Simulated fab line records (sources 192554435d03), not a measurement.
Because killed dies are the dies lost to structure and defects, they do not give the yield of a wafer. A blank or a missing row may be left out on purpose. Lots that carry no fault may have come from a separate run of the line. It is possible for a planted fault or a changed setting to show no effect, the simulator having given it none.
fab line records ; flow n5Finfet
[record] lots = 5; wafers = 15; lastDay = 17
route steps=1938 shown BEOL_M5@1188 BEOL_M6@1194 PASSIVATION@1936
lots untouched by any fault: they come from a run of this same line in which no faults occurred
startH: start of the lot's first displayed wafer, in hours after the record's first day ; waitH: hours since the lot's step before ; " identical to the entry in the row above ; L1.1+2: a row that stands for several wafers ; - no value, or no start given ; * or withheld: withheld ; < > ~ a bound
route shown NAME@n: a module of which the file shows steps, and the number in the route of the first ; usual: the fault-free wafers' mean and standard deviation ; same: alike in all rows ; chamber/n: place in a boat ; sites: the reading at each site ; _std_site: standard deviation across them ; _edge_site: mean of outer sites minus mean of inner sites ; radiusMm: for every site, how far away it sits from the centre of the wafer ; mask NAME#n: copy n ; behind: tool/chamber where the wafer was last shaped ; hold: what put the lot on hold/how long, in hours/how the hold closed ; device: transistor that didn't switch, given as n, p or np ; end of line: the route-end tests of the same wafers ; a step without rows: its recipe alone ; killed: not the wafer's yield, but the dies lost to structure and defects at the first sort ; map: dies across one wafer; x = killed, . = not, _ = none there
set.NAME: setting as actually run; set.NAME@STEP: the setting as run at that earlier step ; model.NAME: the simulator's own value behind a step, which no gauge read
lots seen at some steps along the route; tables by step, rows by wafer
services: a tool's chamber out of use, with start hour (startH, from the record's first day; less than 0 if before it), hours out, and reason
[[steps]]
[step N5_BEOL_M5_PRE_CLEAN_77]
[recipe] gas = NH3/H2; timeS = 15; tempC = *; rfPowerW = 300
[step N5_BEOL_M5_CO_CAP_78]
[recipe] material = Co; targetThkA = 20; tempC = 200; precursor = CCTBA/H2; pressureTorr = 30; timeS = 102.1
[step N5_BEOL_M5_PRE_CLEAN_55]
[recipe] gas = NH3; timeS = 15; tempC = withheld; rfPowerW = 300
[step N5_BEOL_M5_DEP_56]
[recipe] material = SiCN; targetThkA = 80; tempC = withheld; precursor = 3MS/NH3; pressureTorr = 3; rfW = 202; timeS = 14
[step N5_BEOL_M6_ILD_DEP_00]
[recipe] material = SiCOH_lowk; targetThkA = 1797.5; tempC = 300; precursor = DEMS/porogen; pressureTorr = 5; rfW = 500; timeS = 33.4
[step N5_BEOL_M6_CURE_74]
[recipe] tempC = 385; timeS = 240; ambient = He/Ar; material = SiCOH_lowk
[step N5_BEOL_M6_PECVD_70]
[recipe] material = SiO2; targetThkA = 200; tempC = 400; precursor = TEOS/O2; pressureTorr = 5.5; rfW = 450; teosFlowSccm = 53.8; gas = O2; flowSccm = 3000; timeS = 22.7
[step N5_BEOL_M6_HM_DEP_02]
[recipe] material = TiN; targetThkA = 200; tempC = 25; chamberPressurePa = 0.49996
[step N5_BEOL_M6_COAT_59]
[recipe] resist = SOC; tempC = 250; timeS = 60; spinRpm = 1500; resistThkNm = 100
[usual] heaterPowerTotalW = 500.4/1.8; plateTempC = 250.02/0.15; resistLineTempC = 23.00/0.11; spinSpeedRpm = 1500.1/1
lot.wafer;tool;chamber;startH;waitH;heaterPowerTotalW;plateTempC;resistLineTempC;spinSpeedRpm;model.SOC_of_BEOL_M6_COAT_59.thkNm
L179.2;lithoTrack-04;0;240.31;0.1;498.1;250.12;22.98;1500.0;100.2
L179.4;lithoTrack-04;0;240.31;0.1;503.2;249.99;22.83;1499.8;100.4
L179.6;lithoTrack-04;0;240.31;0.1;498.1;250.10;22.89;1499.3;100.6
L187.2;lithoTrack-04;0;283.76;0.1;501.2;249.79;23.02;1280.0;107.6
L187.3;lithoTrack-04;0;283.76;0.1;501.7;249.91;22.96;1281.0;108
L187.4;lithoTrack-04;0;283.76;0.1;501.2;249.76;23.03;1281.1;107.8
L188.4;lithoTrack-04;0;295.05;0.1;502.8;250.04;23.10;1281.3;108.4
L188.5;lithoTrack-04;0;295.05;0.1;498.2;249.94;23.06;1281.8;108
L188.6;lithoTrack-04;0;295.05;0.1;498.2;250.03;22.98;1280.3;108
L190.1;lithoTrack-04;0;299.47;0.1;498.0;249.81;22.96;1279.9;108.6
L190.3;lithoTrack-04;0;299.47;0.1;501.4;249.66;22.81;1280.5;108.6
L190.5;lithoTrack-04;0;299.47;0.1;499.5;249.99;22.86;1280.2;108.4
L193.1;lithoTrack-02;0;323.92;0.1;498.2;250.11;22.95;1498.4;99.8
L193.2;lithoTrack-02;0;323.92;0.1;503.2;250.17;23.10;1500.6;100
L193.6;lithoTrack-02;0;323.92;0.1;497.8;250.10;22.98;1499.7;99.6
[step N5_BEOL_M6_COAT_60]
[recipe] resist = SiARC; tempC = 220; timeS = 60; spinRpm = 1500; resistThkNm = 35
[step N5_BEOL_M6_COAT_05]
[recipe] resist = CAR-ArF; spinRpm = 1500; resistThkNm = 90
[step N5_BEOL_M6_EBR_07]
[recipe] solvent = PGMEA; ebrWidthMm = 1.5
[step N5_BEOL_M6_SOFTBAKE_06]
[recipe] tempC = 110; timeS = 60; resist = CAR-ArF
[step N5_BEOL_M6_EXPOSE_08]
[recipe] maskId = M6; na = 1.35; sourceShape = dipole; sigmaInner = 0.817; sigmaOuter = 0.97; polarization = te; doseMj = 68.25
[step N5_BEOL_M6_PEB_09]
[recipe] pebTempC = withheld; pebTimeS = 60; resist = CAR-ArF
[step N5_BEOL_M6_DEVELOP_10]
[recipe] developTimeS = 30; developer = TMAH; resist = CAR-ArF; rinseLiquid = diw; dry = airSpin; devTempC = 23
[step N5_BEOL_M6_DESCUM_16]
[recipe] chemistry = O2; timeS = 7.9; sourcePowerW = 50; biasPowerW = 20; pressureMtorr = 20; rfFrequencyHz = 2.712e+07; tempC = 40; resist = CAR-ArF; o2FlowSccm = 225
[step N5_BEOL_M6_ETCH_61]
[recipe] chemistry = CF4; target = SiARC; targetDepthA = 455; maskMaterial = CAR-ArF; timeS = 75.8; ionEnergyEv = 80; pressureMtorr = 40; sourceW = 545; biasW = 36; Ar_flow_sccm = 100; cf4FlowSccm = 100; ends = cleared
[step N5_BEOL_M6_ETCH_62]
[recipe] chemistry = N2/H2; target = SOC; targetDepthA = 1100; overetchA = 220; maskMaterial = SiARC; tempC = 40; timeS = 165; ionEnergyEv = 200; pressureMtorr = 30; sourceW = 840; biasW = 150; n2FlowSccm = 200; h2FlowSccm = 200
[usual] chamberPressureMTorr = 29.999/0.029; drypumpMotorCurrentA = 5.7/0.54; oesProductAu = 0.68/0.075; rfVppV = 524.0/2.6; showerheadPlenumPTorr = 2.55/0.089; tempC = 40.00/0.12; throttleValvePct = 17.81/0.16
lot.wafer;tool;chamber;startH;waitH;chamberPressureMTorr;drypumpMotorCurrentA;oesProductAu;rfHoursCounterH;rfVppV;showerheadPlenumPTorr;tempC;throttleValvePct;model.etch.depthNm
L179.2;rieDiel-04;0;240.86;0.0;30.032;5.6;0.80;7;522.7;2.50;40.09;17.88;100.2
L179.4;rieDiel-04;1;240.86;0.0;29.970;5.6;0.59;233;523.8;2.51;39.91;17.99;100.3
L179.6;rieDiel-04;1;240.86;0.0;30.020;5.6;0.58;-;523.5;2.51;39.98;17.98;100.5
L187.2;rieDiel-04;2;284.51;0.0;29.963;6.5;0.76;51;528.3;2.70;40.09;17.89;107.7
L187.3;rieDiel-04;3;284.51;0.0;30.018;5.7;0.63;230;518.5;2.40;39.96;17.70;107.9
L187.4;rieDiel-04;3;284.51;0.0;29.946;5.6;0.63;-;519.4;2.40;40.13;17.72;107.8
L188.4;rieDiel-06;2;295.68;0.1;29.972;5.4;0.76;-;523.5;2.48;39.98;17.66;108.3
L188.5;rieDiel-06;0;295.68;0.1;30.024;5.5;0.65;-;526.9;2.63;40.08;18.04;108
L188.6;rieDiel-06;3;295.68;0.1;29.972;6.9;0.64;-;525.1;2.62;39.94;17.91;107.9
L190.1;rieDiel-01;2;300.02;0.0;29.998;5.5;0.62;220;522.5;2.51;39.97;17.80;108.5
L190.3;rieDiel-01;3;300.02;0.0;29.982;5.8;0.75;74;525.8;2.58;40.01;17.75;108.7
L190.5;rieDiel-01;2;300.02;0.0;29.959;5.5;0.62;-;522.5;2.51;39.78;17.80;108.4
L193.1;rieDiel-04;2;324.79;0.0;29.999;6.5;0.72;64;527.7;2.70;39.96;17.89;99.83
L193.2;rieDiel-04;1;324.79;0.0;29.983;5.6;0.79;10;522.5;2.50;40.03;17.61;99.94
L193.6;rieDiel-04;2;324.79;0.0;29.991;6.5;0.72;-;527.7;2.70;39.96;17.91;99.54
[step N5_BEOL_M6_STRIP_68]
[recipe] chemistry = N2/H2; tempC = 40; n2FlowSccm = 200; h2FlowSccm = 200; rfFrequencyHz = 6e+07
[step N5_BEOL_M6_STRIP_67]
[recipe] chemistry = CF4; resist = SiARC; powerW = 300; biasPowerW = 75; pressureMtorr = 50; cf4FlowSccm = 150; rfFrequencyHz = 6e+07
[step N5_BEOL_M6_HM_OPEN_17]
[recipe] chemistry = Cl2/BCl3; targetDepthA = 200; overetchA = 60; target = TiN; maskMaterial = SOC; ionEnergyEv = 150; pressureMtorr = 10; icpW = 1000; biasW = 126; Cl2_flow_sccm = 53.25; bcl3FlowSccm = 21.75; Ar_flow_sccm = 25
[usual] chamberPressureMTorr = 10.000/0.0089; drypumpMotorCurrentA = 5.44/0.14; heBacksideLeakSccm = 3.37/0.29; mfcCl2Sccm = 53.27/0.18; oesProductAu = 0.68/0.085; throttleValvePct = 22.18/0.19
lot.wafer;tool;chamber;startH;waitH;chamberPressureMTorr;drypumpMotorCurrentA;heBacksideLeakSccm;mfcCl2Sccm;oesProductAu;rfHoursCounterH;throttleValvePct;model.SOC_of_BEOL_M6_COAT_59.thkNm
L179.2;rieMetal-03;0;241.05;0.0;9.987;5.36;3.18;53.51;0.60;71;22.38;92.4
L179.4;rieMetal-03;1;241.05;0.0;10.022;5.43;3.37;53.26;0.77;-;22.00;92.2
L179.6;rieMetal-03;0;241.05;0.0;9.987;5.38;3.35;53.36;0.59;-;22.40;92.6
L187.2;rieMetal-03;0;284.70;0.0;9.988;5.39;3.16;53.35;0.58;74;22.43;99.6
L187.3;rieMetal-03;0;284.70;0.0;9.992;5.38;3.35;53.23;0.59;-;22.40;99.8
L187.4;rieMetal-03;1;284.70;0.0;10.018;5.43;3.35;53.47;0.75;-;22.01;99.6
L188.4;rieMetal-02;0;295.83;0.1;10.001;5.31;2.96;53.46;0.80;-;21.79;100.4
L188.5;rieMetal-02;1;295.83;0.1;9.988;5.83;3.56;53.39;0.68;-;22.34;100
L188.6;rieMetal-02;0;295.83;0.1;10.004;5.30;3.23;53.22;0.80;-;21.82;100
L190.1;rieMetal-02;0;300.21;0.0;9.976;5.27;5.97;53.20;0.79;8;21.80;100.6
L190.3;rieMetal-02;0;300.21;0.0;10.005;5.30;3.37;53.22;0.80;-;21.81;100.8
L190.5;rieMetal-02;0;300.21;0.0;9.993;5.27;3.28;52.87;0.79;-;21.82;100.4
L193.1;rieMetal-01;0;324.98;0.0;9.990;5.40;3.67;53.28;0.67;38;22.29;92
L193.2;rieMetal-01;1;324.98;0.0;10.003;5.43;3.18;53.18;0.58;89;22.19;92
L193.6;rieMetal-01;0;324.98;0.0;9.994;5.41;3.56;53.11;0.68;-;22.28;91.6
[step N5_BEOL_M6_STRIP_19]
[recipe] chemistry = O2; powerW = 400; tempC = 40; pressureMtorr = 30; rfFrequencyHz = 6e+07; biasPowerW = 0; overashFraction = 0.2; o2FlowSccm = 225
[step N5_PASSIVATION_PROBE_49]
[usual] defectLimitedYield = 91.5/1.4; killed_at_M0_to_M3 = 33/10; killed_at_M4_up = 13/5; killedAtContacts = 13/5.6; killedAtFrontEnd = 38/12; killedAtOther = 3.9/2.7; killedDies = 100/16; killedOpen = 66/13; killedShort = 32/7.2; sort_bin_5_function = 5.0/0.97; sort_bin_6_memory = 3.2/0.61; sortNPass = 1080/16; sortYieldPct = 91.5/1.4
[same] grossDies = 1180; killedAtBackSide = 0; sort_bin_4_leakage[%] = 0; sort_bin_8_speed[%] = 0
lot.wafer;tool;chamber;startH;waitH;defectLimitedYield[%];killed_at_M0_to_M3;killed_at_M4_up;killedAtContacts;killedAtFrontEnd;killedAtOther;killedDies;killedOpen;killedShort;sort_bin_5_function[%];sort_bin_6_memory[%];sortNPass;sortYieldPct[%]
L187.2;prober-01;-;379.35;0.1;92.1;37;13;11;18;14;93;61;30;4.7;3.1;1087;92.1
L190.5;prober-01;-;387.47;0.2;90.8;42;19;5;42;0;108;73;34;5.5;3.4;1072;90.8
// killed by level:class
L187.2 BEOL_M1:geometricParticle:open=10 MOL_CONTACT_COAG:geometricParticle:open=8 BEOL_M0_SAQP:geometricParticle:open=8 FIN_SAQP:geometricParticle:open=7 BEOL_M3:geometricParticle:open=5 MIM_TOP_ETCH:geometricParticle:short=5 MIM_TOP_ETCH:geometricParticle:open=5 BEOL_M0:geometricParticle:open=4
L190.5 BEOL_M0_SAQP:geometricParticle:open=11 STI_FIN_REVEAL:geometricParticle:open=10 BEOL_M0_SAQP:geometricParticle:short=10 BEOL_M4:geometricParticle:open=10 FIN_SAQP:geometricParticle:open=6 BEOL_M2:geometricParticle:open=6 BEOL_M4:geometricParticle:short=6 STARTING-WAFER:geometricParticle:open=6
[[services]]
tool;chamber;startH;hours;kind
rieDiel-04;1;217.32;5.2;repair
rieDiel-06;1;242.35;55.8;repair
rieDiel-04;0;265.68;8.2;repair
rieDiel-06;2;272.24;7.4;repair
rieDiel-04;1;282.28;-;clean
rieDiel-04;1;282.28;-;consumableReplace:focusRing
rieDiel-04;1;282.28;15.7;scheduledDown
rieDiel-04;1;282.28;15.7;ventCycle
rieDiel-06;1;298.26;-;clean
rieDiel-06;1;298.26;-;consumableReplace:focusRing
rieDiel-06;1;298.26;15.7;scheduledDown
rieDiel-06;1;298.26;15.7;ventCycle
rieDiel-04;2;302.97;9.8;repair
rieMetal-02;-;312.15;1.4;pm
rieMetal-03;1;318.88;3.7;repair
[[key]]
[firstSign] step = N5_BEOL_M6_COAT_59; reading = spinSpeedRpm; direction = down; sigmas = 99+; usual = *; struck = *
effect none on later readings
[modelEffect] step = N5_BEOL_M6_COAT_59; value = SOC_of_BEOL_M6_COAT_59.thkNm; without = 99.93; struck = 108.2
[modelEffect] step = N5_BEOL_M6_ETCH_62; value = etch.depthNm; without = 99.92; struck = 108.1
[modelEffect] step = N5_BEOL_M6_HM_OPEN_17; value = SOC_of_BEOL_M6_COAT_59.thkNm; without = 91.91; struck = 100.1
metAt N5_BEOL_M6_COAT_59
struckWafers L187.2,L187.3,L187.4,L188.4,L188.5,L188.6,L190.1,L190.3,L190.5
onsetBetween 240.31 283.76
[fault] kind = processParameterDrift; tool = lithoTrack-04; chamber = -; onsetH = 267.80; steps = N5_BEOL_M6_COAT_59; channel = spinRpm; offset = *; shape = step; endH = 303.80; actsIn = *; stated = *
